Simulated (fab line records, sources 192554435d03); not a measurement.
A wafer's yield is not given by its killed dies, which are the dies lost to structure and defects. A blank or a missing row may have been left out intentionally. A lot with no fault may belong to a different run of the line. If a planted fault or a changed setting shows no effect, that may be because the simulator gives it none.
Chamber matching ; flow n5_finfet ; pecvd-04 running N5_BEOL_M0_SAQP_PECVD_00: 3 sister chambers
The step deposits SiCN from 3MS/NH3, target thk 8 nm, time 14 s. 6 wafers are shown with their chamber, then 7 later ones without.

## WAFERS, EACH WITH ITS CHAMBER
wafer;chamber;throttle_valve_pct (%);showerhead_plenum_p_Torr (Torr)
L681.1;0;8.9;3.681
L681.5;2;8.3;3.654
L684.5;0;9.0;3.682
L684.6;2;8.3;3.660
L685.2;1;9.8;3.664
L685.4;1;9.6;3.667

## WAFERS WHOSE CHAMBER IS MISSING
wafer;throttle_valve_pct (%);showerhead_plenum_p_Torr (Torr)
L685.5;9.0;3.675
L694.2;9.6;3.661
L694.4;8.4;3.651
L694.6;9.0;3.674
L695.1;8.3;3.651
L695.2;9.0;3.675
L695.5;9.1;3.659

## THE CHAMBER EACH PASSED THROUGH
wafer;from the rows above;in truth
L685.5;0;0
L694.2;1;1
L694.4;2;2
L694.6;0;0
L695.1;2;2
L695.2;0;0
L695.5;can't be placed: 1 or 0 or 2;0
6 of 7 placed correctly. Unplaceable from these rows: 1, with the true chamber sitting among the candidates in 1. Number placed wrongly: 0.
How it was worked out, from the rows above alone: a wafer's distance from a chamber is the root of the sum, over the readings, of the square of ((its reading less the chamber's mean) divided by the reading's scatter). If the next closest chamber is less than 2 further off than the closest, the wafer can't be placed; otherwise it belongs to the closest. Each chamber's mean is taken over the wafers shown for it. The scatter: take each reading less its chamber's mean, square it, sum over the shown wafers, divide by the number of wafers less the number of chambers, and take the root.
